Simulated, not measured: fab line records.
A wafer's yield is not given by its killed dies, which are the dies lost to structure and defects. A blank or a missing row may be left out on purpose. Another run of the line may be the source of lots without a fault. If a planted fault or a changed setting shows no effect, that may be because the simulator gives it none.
fab line records / flow nandHarc
record lots=6 wafers=18 lastDay=34
route steps=1302 shown THIN_TSV@1270 END@1302
lots untouched by any fault: they come from a run of this same line in which no faults occurred
startH: hours from the record's first day to the start of the lot's first wafer shown / waitH: time in hours since the lot's previous step / " unchanged from the row above / L1.1+2: a single row standing in for several wafers / - no value, or no start given / * or withheld: withheld / < > ~ a bound
route shown NAME@n: a module of which the file shows steps, and the number in the route of the first / usual: mean and standard deviation over wafers with no fault / same: alike in all rows / chamber/n: place in a boat / sites: per-site readings / _std_site: standard deviation of those values / _edge_site: the outer-site mean with the inner-site mean subtracted / radiusMm: how far each site lies from the wafer's centre / mask NAME#n: copy n / behind: tool/chamber where the wafer was last shaped / hold: the reason the lot was held/the length of the hold in hours/how it ended / device: transistor that didn't switch, given as n, p or np / end of line: the tests these same wafers got at the end of their route / a step without rows: its recipe alone / killed: count of dies lost to structure and defects at first sort (not the wafer's yield) / map: the dies of a wafer, with x for killed, . for not killed, _ for no die there
set.NAME: the setting as run; set.NAME@STEP: as run at that earlier step / model.NAME: the simulator's own value behind a step, which no gauge read
lots at some steps of the route; a table a step, a row a wafer
services: from which hour (startH, from the record's first day; less than 0 if before it) a tool's chamber was out of use, for how many hours, and why
## steps
# step NHARC_THIN_TSV_DEGAS_49
# recipe tempC=300 timeS=120
# usual heaterPowerW=483/66
lot.wafer=L266.3 tool=pvdSputter-03 chamber=- startH=639.25 waitH=0.1 heaterPowerW=592
lot.wafer=L266.6 tool=pvdSputter-03 chamber=- startH=639.25 waitH=0.1 heaterPowerW=583
lot.wafer=L266.5 tool=pvdSputter-03 chamber=- startH=639.25 waitH=0.1 heaterPowerW=406
lot.wafer=L268.1 tool=pvdSputter-03 chamber=- startH=646.11 waitH=0.1 heaterPowerW=514
lot.wafer=L268.4 tool=pvdSputter-03 chamber=- startH=646.11 waitH=0.1 heaterPowerW=498
lot.wafer=L268.3 tool=pvdSputter-03 chamber=- startH=646.11 waitH=0.1 heaterPowerW=596
lot.wafer=L275.4 tool=pvdSputter-01 chamber=- startH=721.85 waitH=0.1 heaterPowerW=414
lot.wafer=L275.2 tool=pvdSputter-01 chamber=- startH=721.85 waitH=0.1 heaterPowerW=424
lot.wafer=L275.6 tool=pvdSputter-01 chamber=- startH=721.85 waitH=0.1 heaterPowerW=420
lot.wafer=L278.2 tool=pvdSputter-02 chamber=- startH=740.75 waitH=0.1 heaterPowerW=461
lot.wafer=L278.3 tool=pvdSputter-02 chamber=- startH=740.75 waitH=0.1 heaterPowerW=470
lot.wafer=L278.5 tool=pvdSputter-02 chamber=- startH=740.75 waitH=0.1 heaterPowerW=452
lot.wafer=L280.2 tool=pvdSputter-02 chamber=- startH=758.58 waitH=0.1 heaterPowerW=595
lot.wafer=L280.3 tool=pvdSputter-02 chamber=- startH=758.58 waitH=0.1 heaterPowerW=483
lot.wafer=L280.6 tool=pvdSputter-02 chamber=- startH=758.58 waitH=0.1 heaterPowerW=604
lot.wafer=L282.3 tool=pvdSputter-01 chamber=- startH=788.62 waitH=0.1 heaterPowerW=423
lot.wafer=L282.1 tool=pvdSputter-01 chamber=- startH=788.62 waitH=0.1 heaterPowerW=442
lot.wafer=L282.6 tool=pvdSputter-01 chamber=- startH=788.62 waitH=0.1 heaterPowerW=415
# step NHARC_THIN_TSV_PRE_CLEAN_50
# recipe timeS=30 tempC=280 gas=H2/He
# step NHARC_THIN_TSV_PVD_19
# recipe targetThkA=200 chamberPressurePa=5 material=TaN
# usual chamberPressurePa=5.001/0.01 throttleValvePct=29.5/0.99
lot.wafer=L266.3 tool=pvdSputter-03 chamber=- startH=- waitH=- chamberPressurePa=5.002 throttleValvePct=29.2
lot.wafer=L266.6 tool=pvdSputter-03 chamber=- startH=- waitH=- chamberPressurePa=5.015 throttleValvePct=29.0
lot.wafer=L266.5 tool=pvdSputter-03 chamber=- startH=- waitH=- chamberPressurePa=4.995 throttleValvePct=28.0
lot.wafer=L268.4 tool=pvdSputter-03 chamber=- startH=- waitH=- chamberPressurePa=4.995 throttleValvePct=29.5
lot.wafer=L268.1 tool=pvdSputter-03 chamber=- startH=- waitH=- chamberPressurePa=4.996 throttleValvePct=28.8
lot.wafer=L268.3 tool=pvdSputter-03 chamber=- startH=- waitH=- chamberPressurePa=5.008 throttleValvePct=28.2
lot.wafer=L275.2 tool=pvdSputter-01 chamber=- startH=- waitH=- chamberPressurePa=5.016 throttleValvePct=29.9
lot.wafer=L275.4 tool=pvdSputter-01 chamber=- startH=- waitH=- chamberPressurePa=5.006 throttleValvePct=31.3
lot.wafer=L275.6 tool=pvdSputter-01 chamber=- startH=- waitH=- chamberPressurePa=5.001 throttleValvePct=31.2
lot.wafer=L278.3 tool=pvdSputter-02 chamber=- startH=- waitH=- chamberPressurePa=5.020 throttleValvePct=28.3
lot.wafer=L278.2 tool=pvdSputter-02 chamber=- startH=- waitH=- chamberPressurePa=5.001 throttleValvePct=30.2
lot.wafer=L278.5 tool=pvdSputter-02 chamber=- startH=- waitH=- chamberPressurePa=4.991 throttleValvePct=29.3
lot.wafer=L280.2 tool=pvdSputter-02 chamber=- startH=- waitH=- chamberPressurePa=4.990 throttleValvePct=30.2
lot.wafer=L280.3 tool=pvdSputter-02 chamber=- startH=- waitH=- chamberPressurePa=5.002 throttleValvePct=30.0
lot.wafer=L280.6 tool=pvdSputter-02 chamber=- startH=- waitH=- chamberPressurePa=4.992 throttleValvePct=30.2
lot.wafer=L282.3 tool=pvdSputter-01 chamber=- startH=- waitH=- chamberPressurePa=5.005 throttleValvePct=30.4
lot.wafer=L282.1 tool=pvdSputter-01 chamber=- startH=- waitH=- chamberPressurePa=5.000 throttleValvePct=30.0
lot.wafer=L282.6 tool=pvdSputter-01 chamber=- startH=- waitH=- chamberPressurePa=5.008 throttleValvePct=30.6
# step NHARC_THIN_TSV_PVD_51
# recipe targetThkA=1000 chamberPressurePa=5 material=Cu
# usual chamberPressurePa=5.001/0.0085 throttleValvePct=29.5/0.92
lot.wafer=L266.3 tool=pvdSputter-03 chamber=- startH=- waitH=- chamberPressurePa=4.997 throttleValvePct=28.0
lot.wafer=L266.6 tool=pvdSputter-03 chamber=- startH=- waitH=- chamberPressurePa=5.014 throttleValvePct=29.5
lot.wafer=L266.5 tool=pvdSputter-03 chamber=- startH=- waitH=- chamberPressurePa=5.007 throttleValvePct=29.1
lot.wafer=L268.3 tool=pvdSputter-03 chamber=- startH=- waitH=- chamberPressurePa=4.988 throttleValvePct=29.8
lot.wafer=L268.4 tool=pvdSputter-03 chamber=- startH=- waitH=- chamberPressurePa=5.013 throttleValvePct=29.3
lot.wafer=L268.1 tool=pvdSputter-03 chamber=- startH=- waitH=- chamberPressurePa=5.008 throttleValvePct=28.3
lot.wafer=L275.4 tool=pvdSputter-01 chamber=- startH=- waitH=- chamberPressurePa=4.989 throttleValvePct=30.0
lot.wafer=L275.2 tool=pvdSputter-01 chamber=- startH=- waitH=- chamberPressurePa=4.999 throttleValvePct=31.2
lot.wafer=L275.6 tool=pvdSputter-01 chamber=- startH=- waitH=- chamberPressurePa=5.000 throttleValvePct=31.3
lot.wafer=L278.2 tool=pvdSputter-02 chamber=- startH=- waitH=- chamberPressurePa=4.983 throttleValvePct=28.4
lot.wafer=L278.3 tool=pvdSputter-02 chamber=- startH=- waitH=- chamberPressurePa=5.000 throttleValvePct=30.0
lot.wafer=L278.5 tool=pvdSputter-02 chamber=- startH=- waitH=- chamberPressurePa=4.998 throttleValvePct=28.3
lot.wafer=L280.3 tool=pvdSputter-02 chamber=- startH=- waitH=- chamberPressurePa=5.012 throttleValvePct=28.6
lot.wafer=L280.2 tool=pvdSputter-02 chamber=- startH=- waitH=- chamberPressurePa=5.000 throttleValvePct=29.3
lot.wafer=L280.6 tool=pvdSputter-02 chamber=- startH=- waitH=- chamberPressurePa=5.010 throttleValvePct=28.3
lot.wafer=L282.1 tool=pvdSputter-01 chamber=- startH=- waitH=- chamberPressurePa=5.007 throttleValvePct=30.8
lot.wafer=L282.3 tool=pvdSputter-01 chamber=- startH=- waitH=- chamberPressurePa=4.996 throttleValvePct=31.9
lot.wafer=L282.6 tool=pvdSputter-01 chamber=- startH=- waitH=- chamberPressurePa=4.996 throttleValvePct=29.9
# step NHARC_THIN_TSV_ECD_20
# recipe targetThkA=20000 material=Cu
# step NHARC_THIN_TSV_ANNEAL_52
# recipe tempC=225 timeS=90
# usual wafer_temp_C_max=225.89/0.25
lot.wafer=L266.3 tool=rtpAnneal-02 chamber=0 startH=640.54 waitH=0.5 wafer_temp_C_max=225.69
lot.wafer=L266.5 tool=rtpAnneal-02 chamber=0 startH=640.54 waitH=0.5 wafer_temp_C_max=225.98
lot.wafer=L266.6 tool=rtpAnneal-02 chamber=0 startH=640.54 waitH=0.5 wafer_temp_C_max=226.07
lot.wafer=L268.1 tool=rtpAnneal-02 chamber=0 startH=647.29 waitH=0.6 wafer_temp_C_max=225.90
lot.wafer=L268.3 tool=rtpAnneal-02 chamber=0 startH=647.29 waitH=0.6 wafer_temp_C_max=225.60
lot.wafer=L268.4 tool=rtpAnneal-02 chamber=0 startH=647.29 waitH=0.6 wafer_temp_C_max=225.73
lot.wafer=L275.2 tool=rtpAnneal-02 chamber=0 startH=723.07 waitH=0.6 wafer_temp_C_max=225.95
lot.wafer=L275.4 tool=rtpAnneal-02 chamber=0 startH=723.07 waitH=0.6 wafer_temp_C_max=225.98
lot.wafer=L275.6 tool=rtpAnneal-02 chamber=0 startH=723.07 waitH=0.6 wafer_temp_C_max=225.80
lot.wafer=L278.2 tool=rtpAnneal-02 chamber=0 startH=741.97 waitH=0.7 wafer_temp_C_max=225.99
lot.wafer=L278.3 tool=rtpAnneal-02 chamber=0 startH=741.97 waitH=0.7 wafer_temp_C_max=225.92
lot.wafer=L278.5 tool=rtpAnneal-02 chamber=0 startH=741.97 waitH=0.7 wafer_temp_C_max=225.72
lot.wafer=L280.2 tool=rtpAnneal-01 chamber=0 startH=759.82 waitH=0.7 wafer_temp_C_max=226.26
lot.wafer=L280.3 tool=rtpAnneal-01 chamber=0 startH=759.82 waitH=0.7 wafer_temp_C_max=225.67
lot.wafer=L280.6 tool=rtpAnneal-01 chamber=0 startH=759.82 waitH=0.7 wafer_temp_C_max=225.91
lot.wafer=L282.1 tool=rtpAnneal-01 chamber=0 startH=789.79 waitH=0.6 wafer_temp_C_max=225.99
lot.wafer=L282.3 tool=rtpAnneal-01 chamber=0 startH=789.79 waitH=0.6 wafer_temp_C_max=225.92
lot.wafer=L282.6 tool=rtpAnneal-01 chamber=0 startH=789.79 waitH=0.6 wafer_temp_C_max=226.08
# step NHARC_THIN_TSV_CMP_21
# recipe tOverpolishS=30 targetThkNm=2000
# usual motorCurrentA=11.5/1.2 overpolishRunS=30.000/0.0097 padLifeWafers=161/110
lot.wafer=L266.3 tool=cmp-02 chamber=2 startH=640.78 waitH=- motorCurrentA=12.2 overpolishRunS=30.024 padLifeWafers=48
lot.wafer=L266.5 tool=cmp-02 chamber=2 startH=640.78 waitH=- motorCurrentA=13.0 overpolishRunS=29.996 padLifeWafers=-
lot.wafer=L266.6 tool=cmp-02 chamber=3 startH=640.78 waitH=- motorCurrentA=10.7 overpolishRunS=30.007 padLifeWafers=-
lot.wafer=L268.3 tool=cmp-01 chamber=2 startH=647.66 waitH=- motorCurrentA=11.6 overpolishRunS=29.989 padLifeWafers=204
lot.wafer=L268.4 tool=cmp-01 chamber=3 startH=647.66 waitH=- motorCurrentA=10.4 overpolishRunS=29.987 padLifeWafers=205
lot.wafer=L268.1 tool=cmp-01 chamber=1 startH=647.66 waitH=- motorCurrentA=12.6 overpolishRunS=29.990 padLifeWafers=207
lot.wafer=L275.2 tool=cmp-01 chamber=1 startH=723.37 waitH=- motorCurrentA=12.4 overpolishRunS=30.004 padLifeWafers=102
lot.wafer=L275.4 tool=cmp-01 chamber=0 startH=723.37 waitH=- motorCurrentA=9.7 overpolishRunS=30.010 padLifeWafers=105
lot.wafer=L275.6 tool=cmp-01 chamber=1 startH=723.37 waitH=- motorCurrentA=12.6 overpolishRunS=30.006 padLifeWafers=-
lot.wafer=L278.3 tool=cmp-03 chamber=3 startH=742.26 waitH=- motorCurrentA=12.0 overpolishRunS=29.999 padLifeWafers=372
lot.wafer=L278.2 tool=cmp-03 chamber=2 startH=742.26 waitH=- motorCurrentA=11.1 overpolishRunS=30.004 padLifeWafers=375
lot.wafer=L278.5 tool=cmp-03 chamber=0 startH=742.26 waitH=- motorCurrentA=11.3 overpolishRunS=30.014 padLifeWafers=-
lot.wafer=L280.2 tool=cmp-02 chamber=2 startH=760.12 waitH=- motorCurrentA=12.4 overpolishRunS=30.001 padLifeWafers=114
lot.wafer=L280.3 tool=cmp-02 chamber=1 startH=760.12 waitH=- motorCurrentA=14.0 overpolishRunS=30.006 padLifeWafers=117
lot.wafer=L280.6 tool=cmp-02 chamber=3 startH=760.12 waitH=- motorCurrentA=10.9 overpolishRunS=29.995 padLifeWafers=-
lot.wafer=L282.1 tool=cmp-03 chamber=3 startH=790.19 waitH=- motorCurrentA=12.5 overpolishRunS=30.010 padLifeWafers=110
lot.wafer=L282.3 tool=cmp-03 chamber=0 startH=790.19 waitH=- motorCurrentA=11.0 overpolishRunS=29.999 padLifeWafers=111
lot.wafer=L282.6 tool=cmp-03 chamber=2 startH=790.19 waitH=- motorCurrentA=11.5 overpolishRunS=29.980 padLifeWafers=-
# step NHARC_THIN_TSV_SRD_23
# step NHARC_THIN_TSV_DEGAS_53
# recipe tempC=300 timeS=60
# step NHARC_THIN_TSV_PRE_CLEAN_54
# recipe timeS=30 tempC=280 gas=H2/He
# step NHARC_THIN_TSV_PVD_55
# recipe targetThkA=500 material=TiN
# step NHARC_THIN_TSV_PVD_24
# recipe targetThkA=8000 powerW=withheld chamberPressurePa=withheld substrateTempC=withheld timeS=withheld gas=Ar material=Al
lot.wafer=L266.3+6+5 tool=pvdSputter-03 chamber=- startH=641.59 waitH=0.1
lot.wafer=L268.3+4+1 tool=pvdSputter-02 chamber=- startH=648.42 waitH=0.1
lot.wafer=L275.2+4+6 tool=pvdSputter-03 chamber=- startH=724.19 waitH=0.2
lot.wafer=L278.3+2+5 tool=pvdSputter-03 chamber=- startH=743.07 waitH=0.1
lot.wafer=L280.3+2+6 tool=pvdSputter-02 chamber=- startH=760.93 waitH=0.1
lot.wafer=L282.1+3+6 tool=pvdSputter-03 chamber=- startH=791.06 waitH=0.2
# step NHARC_THIN_TSV_DEHYDRATE_25
# recipe tempC=150 timeS=120
# step NHARC_END_SORT_01
# recipe tempC=25
# usual defectLimitedYield=91.4/2.7 killedAtArray=53/18 killedAtOther=0.8/1.1 killedAtPeriphery=4.1/2.7 killedDies=58/18 killedOpen=3.1/1.7 killedShort=2.7/1.7 sort_bin_2_pct=3.0/1.2 sort_bin_3_pct=0.6/0.37 sort_bin_4_pct=4.9/1.5 sortNPass=619/18 sortRimYieldPct=91/4.1 sortYieldPct=91.4/2.7
# same grossDies=677 sort_bin_5_pct[%]=0 sort_bin_6_pct[%]=0 sort_bin_7_pct[%]=0 sort_bin_8_pct[%]=0 sortRimNGross=106.00
lot.wafer=L275.2 tool=prober-01 chamber=0 startH=734.21 waitH=2.8 defectLimitedYield[%]=0 killedAtArray=90 killedAtOther=586 killedAtPeriphery=1 killedDies=677 killedOpen=4 killedShort=3 sort_bin_2_pct[%]=91.6 sort_bin_3_pct[%]=1.0 sort_bin_4_pct[%]=7.4 sortNPass=0 sortRimYieldPct[%]=0 sortYieldPct[%]=0
lot.wafer=L275.4 tool=prober-01 chamber=0 startH=735.81 waitH=3.4 defectLimitedYield[%]=0 killedAtArray=68 killedAtOther=607 killedAtPeriphery=2 killedDies=677 killedOpen=2 killedShort=7 sort_bin_2_pct[%]=93.1 sort_bin_3_pct[%]=1.0 sort_bin_4_pct[%]=5.9 sortNPass=0 sortRimYieldPct[%]=0 sortYieldPct[%]=0
lot.wafer=L275.6 tool=prober-01 chamber=0 startH=737.40 waitH=4.0 defectLimitedYield[%]=0 killedAtArray=81 killedAtOther=594 killedAtPeriphery=2 killedDies=677 killedOpen=4 killedShort=2 sort_bin_2_pct[%]=92.9 sort_bin_3_pct[%]=1.3 sort_bin_4_pct[%]=5.8 sortNPass=0 sortRimYieldPct[%]=0 sortYieldPct[%]=0
lot.wafer=L278.2 tool=prober-01 chamber=0 startH=753.66 waitH=2.8 defectLimitedYield[%]=0 killedAtArray=64 killedAtOther=612 killedAtPeriphery=1 killedDies=677 killedOpen=1 killedShort=1 sort_bin_2_pct[%]=94.8 sort_bin_3_pct[%]=0.9 sort_bin_4_pct[%]=4.3 sortNPass=0 sortRimYieldPct[%]=0 sortYieldPct[%]=0
lot.wafer=L278.3 tool=prober-01 chamber=0 startH=754.45 waitH=3.1 defectLimitedYield[%]=0 killedAtArray=93 killedAtOther=580 killedAtPeriphery=4 killedDies=677 killedOpen=3 killedShort=5 sort_bin_2_pct[%]=92.2 sort_bin_3_pct[%]=0.4 sort_bin_4_pct[%]=7.4 sortNPass=0 sortRimYieldPct[%]=0 sortYieldPct[%]=0
lot.wafer=L278.5 tool=prober-01 chamber=0 startH=756.02 waitH=3.7 defectLimitedYield[%]=0 killedAtArray=94 killedAtOther=577 killedAtPeriphery=6 killedDies=677 killedOpen=4 killedShort=2 sort_bin_2_pct[%]=90.7 sort_bin_3_pct[%]=1.3 sort_bin_4_pct[%]=8.0 sortNPass=0 sortRimYieldPct[%]=0 sortYieldPct[%]=0
lot.wafer=L282.1 tool=prober-02 chamber=0 startH=801.03 waitH=2.5 defectLimitedYield[%]=88.0 killedAtArray=77 killedAtOther=0 killedAtPeriphery=4 killedDies=81 killedOpen=3 killedShort=3 sort_bin_2_pct[%]=3.0 sort_bin_3_pct[%]=0.9 sort_bin_4_pct[%]=8.1 sortNPass=596 sortRimYieldPct[%]=87 sortYieldPct[%]=88.0
lot.wafer=L282.3 tool=prober-02 chamber=0 startH=802.65 waitH=3.1 defectLimitedYield[%]=89.7 killedAtArray=65 killedAtOther=1 killedAtPeriphery=4 killedDies=70 killedOpen=3 killedShort=5 sort_bin_2_pct[%]=3.0 sort_bin_3_pct[%]=1.0 sort_bin_4_pct[%]=6.4 sortNPass=607 sortRimYieldPct[%]=89 sortYieldPct[%]=89.7
lot.wafer=L282.6 tool=prober-02 chamber=0 startH=805.07 waitH=4.0 defectLimitedYield[%]=90.3 killedAtArray=60 killedAtOther=0 killedAtPeriphery=6 killedDies=66 killedOpen=0 killedShort=2 sort_bin_2_pct[%]=3.8 sort_bin_3_pct[%]=0.9 sort_bin_4_pct[%]=5.0 sortNPass=611 sortRimYieldPct[%]=91 sortYieldPct[%]=90.3
# killed by level:class
L275.2 THIN_TSV:areaPvd=586 A_CHANNEL_HOLE_D1:chamberFilmFlake=34 A_SLIT:chamberFilmFlake=28 A_CHANNEL_HOLE_D2:chamberFilmFlake=12 A_CONTACT:chamberFilmFlake=7 A_M0:geometricParticle:short=2 P_M2:geometricParticle:open=1 A_ONON_D1:geometricParticle:open=1
L275.4 THIN_TSV:areaPvd=607 A_CHANNEL_HOLE_D2:chamberFilmFlake=23 A_SLIT:chamberFilmFlake=18 A_CHANNEL_HOLE_D1:chamberFilmFlake=13 A_WL_FILL:geometricParticle:short=3 A_CHANNEL_FILL_D1:geometricParticle:short=2 A_STAIRCASE:chamberFilmFlake=2 P_M1:geometricParticle:open=1
L275.6 THIN_TSV:areaPvd=594 A_CHANNEL_HOLE_D1:chamberFilmFlake=30 A_SLIT:chamberFilmFlake=20 A_CHANNEL_HOLE_D2:chamberFilmFlake=11 A_CONTACT:chamberFilmFlake=8 A_WL_FILL:chamberFilmFlake=3 A_CHANNEL_FILL_D1:geometricParticle:short=1 A_ONON_D2:geometricParticle:open=1
L278.2 THIN_TSV:areaPvd=612 A_CHANNEL_HOLE_D2:chamberFilmFlake=28 A_SLIT:chamberFilmFlake=21 A_CHANNEL_HOLE_D1:chamberFilmFlake=11 A_SLIT:geometricParticle:short=1 A_BLC:geometricParticle:open=1 P_GATE:chamberFilmFlake=1 A_CHANNEL_FILL_D1:chamberFilmFlake=1
L278.3 THIN_TSV:areaPvd=579 A_CHANNEL_HOLE_D1:chamberFilmFlake=35 A_CHANNEL_HOLE_D2:chamberFilmFlake=28 A_SLIT:chamberFilmFlake=18 A_CONTACT:chamberFilmFlake=6 P_CONTACT:geometricParticle:open=1 P_M0:geometricParticle:open=1 P_M2:geometricParticle:short=1
L278.5 THIN_TSV:areaPvd=577 A_CHANNEL_HOLE_D1:chamberFilmFlake=35 A_CHANNEL_HOLE_D2:chamberFilmFlake=25 A_SLIT:chamberFilmFlake=24 A_CONTACT:chamberFilmFlake=5 P_M0:geometricParticle:open=2 A_ZERO_WELL:chamberFilmFlake=2 P_CONTACT:geometricParticle:open=1
L282.1 A_SLIT:chamberFilmFlake=39 A_CHANNEL_HOLE_D2:chamberFilmFlake=21 A_CHANNEL_HOLE_D1:chamberFilmFlake=6 A_CONTACT:chamberFilmFlake=4 A_M0:geometricParticle:open=2 P_STI:chamberFilmFlake=2 A_ONON_D2:geometricParticle:short=1 A_CHANNEL_FILL_D2:geometricParticle:open=1
L282.3 A_CHANNEL_HOLE_D1:chamberFilmFlake=21 A_SLIT:chamberFilmFlake=18 A_CHANNEL_HOLE_D2:chamberFilmFlake=14 P_M2:chamberFilmFlake=2 A_CONTACT:chamberFilmFlake=2 A_STAIRCASE:chamberFilmFlake=2 P_CONTACT:geometricParticle:open=1 P_CONTACT:geometricParticle:short=1
L282.6 A_CHANNEL_HOLE_D1:chamberFilmFlake=24 A_SLIT:chamberFilmFlake=16 A_CHANNEL_HOLE_D2:chamberFilmFlake=14 P_ZERO_WELL:chamberFilmFlake=3 P_M2:chamberFilmFlake=2 A_CONTACT:chamberFilmFlake=2 A_CHANNEL_FILL_D2:geometricParticle:short=1 A_BLC:geometricParticle:short=1
# map L275.2 (x killed, . not)
____________x____________
_________xxxxxxx_________
_______xxxxxxxxxxx_______
______xxxxxxxxxxxxx______
_____xxxxxxxxxxxxxxx_____
____xxxxxxxxxxxxxxxxx____
____xxxxxxxxxxxxxxxxx____
___xxxxxxxxxxxxxxxxxxx___
___xxxxxxxxxxxxxxxxxxx___
__xxxxxxxxxxxxxxxxxxxxx__
__xxxxxxxxxxxxxxxxxxxxx__
_xxxxxxxxxxxxxxxxxxxxxxx_
_xxxxxxxxxxxxxxxxxxxxxxx_
_xxxxxxxxxxxxxxxxxxxxxxx_
_xxxxxxxxxxxxxxxxxxxxxxx_
_xxxxxxxxxxxxxxxxxxxxxxx_
xxxxxxxxxxxxxxxxxxxxxxxxx
xxxxxxxxxxxxxxxxxxxxxxxxx
xxxxxxxxxxxxxxxxxxxxxxxxx
xxxxxxxxxxxxxxxxxxxxxxxxx
xxxxxxxxxxxxxxxxxxxxxxxxx
_xxxxxxxxxxxxxxxxxxxxxxx_
_xxxxxxxxxxxxxxxxxxxxxxx_
_xxxxxxxxxxxxxxxxxxxxxxx_
_xxxxxxxxxxxxxxxxxxxxxxx_
_xxxxxxxxxxxxxxxxxxxxxxx_
__xxxxxxxxxxxxxxxxxxxxx__
__xxxxxxxxxxxxxxxxxxxxx__
___xxxxxxxxxxxxxxxxxxx___
___xxxxxxxxxxxxxxxxxxx___
____xxxxxxxxxxxxxxxxx____
____xxxxxxxxxxxxxxxxx____
_____xxxxxxxxxxxxxxx_____
______xxxxxxxxxxxxx______
_______xxxxxxxxxxx_______
_________xxxxxxx_________
____________x____________
# map L278.2 (x killed, . not)
____________x____________
_________xxxxxxx_________
_______xxxxxxxxxxx_______
______xxxxxxxxxxxxx______
_____xxxxxxxxxxxxxxx_____
____xxxxxxxxxxxxxxxxx____
____xxxxxxxxxxxxxxxxx____
___xxxxxxxxxxxxxxxxxxx___
___xxxxxxxxxxxxxxxxxxx___
__xxxxxxxxxxxxxxxxxxxxx__
__xxxxxxxxxxxxxxxxxxxxx__
_xxxxxxxxxxxxxxxxxxxxxxx_
_xxxxxxxxxxxxxxxxxxxxxxx_
_xxxxxxxxxxxxxxxxxxxxxxx_
_xxxxxxxxxxxxxxxxxxxxxxx_
_xxxxxxxxxxxxxxxxxxxxxxx_
xxxxxxxxxxxxxxxxxxxxxxxxx
xxxxxxxxxxxxxxxxxxxxxxxxx
xxxxxxxxxxxxxxxxxxxxxxxxx
xxxxxxxxxxxxxxxxxxxxxxxxx
xxxxxxxxxxxxxxxxxxxxxxxxx
_xxxxxxxxxxxxxxxxxxxxxxx_
_xxxxxxxxxxxxxxxxxxxxxxx_
_xxxxxxxxxxxxxxxxxxxxxxx_
_xxxxxxxxxxxxxxxxxxxxxxx_
_xxxxxxxxxxxxxxxxxxxxxxx_
__xxxxxxxxxxxxxxxxxxxxx__
__xxxxxxxxxxxxxxxxxxxxx__
___xxxxxxxxxxxxxxxxxxx___
___xxxxxxxxxxxxxxxxxxx___
____xxxxxxxxxxxxxxxxx____
____xxxxxxxxxxxxxxxxx____
_____xxxxxxxxxxxxxxx_____
______xxxxxxxxxxxxx______
_______xxxxxxxxxxx_______
_________xxxxxxx_________
____________x____________
## services
tool=cmp-03 chamber=- startH=621.57 hours=2.1 kind=repair
tool=cmp-02 chamber=- startH=624.50 hours=4.0 kind=pm
tool=cmp-02 chamber=- startH=628.50 hours=- kind=consumableReplace:conditioner
tool=cmp-02 chamber=- startH=628.50 hours=- kind=consumableReplace:pad
tool=cmp-01 chamber=- startH=632.30 hours=1.3 kind=repair
tool=pvdSputter-02 chamber=- startH=638.01 hours=10.0 kind=pm
tool=cmp-03 chamber=- startH=647.83 hours=0.8 kind=repair
tool=cmp-03 chamber=- startH=652.11 hours=4.0 kind=pm
tool=cmp-03 chamber=- startH=656.11 hours=- kind=consumableReplace:conditioner
tool=cmp-03 chamber=- startH=656.11 hours=- kind=consumableReplace:pad
tool=cmp-03 chamber=- startH=665.96 hours=0.5 kind=repair
tool=pvdSputter-02 chamber=- startH=673.42 hours=1.4 kind=repair
tool=cmp-01 chamber=- startH=697.87 hours=4.0 kind=pm
tool=cmp-01 chamber=- startH=701.87 hours=- kind=consumableReplace:conditioner
tool=cmp-01 chamber=- startH=701.87 hours=- kind=consumableReplace:pad
tool=pvdSputter-03 chamber=- startH=704.33 hours=10.0 kind=pm
tool=pvdSputter-01 chamber=- startH=712.57 hours=1.7 kind=repair
tool=cmp-02 chamber=- startH=722.50 hours=4.0 kind=pm
tool=pvdSputter-01 chamber=- startH=734.21 hours=11.1 kind=repair
tool=rtpAnneal-02 chamber=- startH=744.00 hours=12.0 kind=pm
tool=cmp-03 chamber=- startH=750.11 hours=4.0 kind=pm
tool=pvdSputter-01 chamber=- startH=763.67 hours=10.0 kind=pm
tool=cmp-03 chamber=- startH=765.97 hours=1.1 kind=repair
tool=cmp-03 chamber=- startH=782.70 hours=6.1 kind=repair
## key
firstSign step=NHARC_END_SORT_01 reading=killedAtOther direction=up sigmas=99+ usual=0.8 struck=592.7
effect step=NHARC_END_SORT_01 reading=sort_bin_2_pct direction=up sigmas=73 usual=3.0 struck=92.5
moreKillsBornAt NHARC_THIN_TSV_PVD_24@pvdSputter-03=3555
metAt NHARC_THIN_TSV_PVD_24
struckWafers L275.2,L275.4,L275.6,L278.2,L278.3,L278.5
laterRowsLeftOut L275.2,L275.4,L275.6,L278.2,L278.3,L278.5
onsetBetween 641.59 724.19
fault kind=skippedStepWhole tool=pvdSputter-03 chamber=- onsetH=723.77 steps=NHARC_THIN_TSV_PVD_24 scope=struckLotsOnly
# laterRowsLeftOut: the simulator's readings of these wafers behind a module that went badly wrong aren't trusted and aren't shown, but for the sort
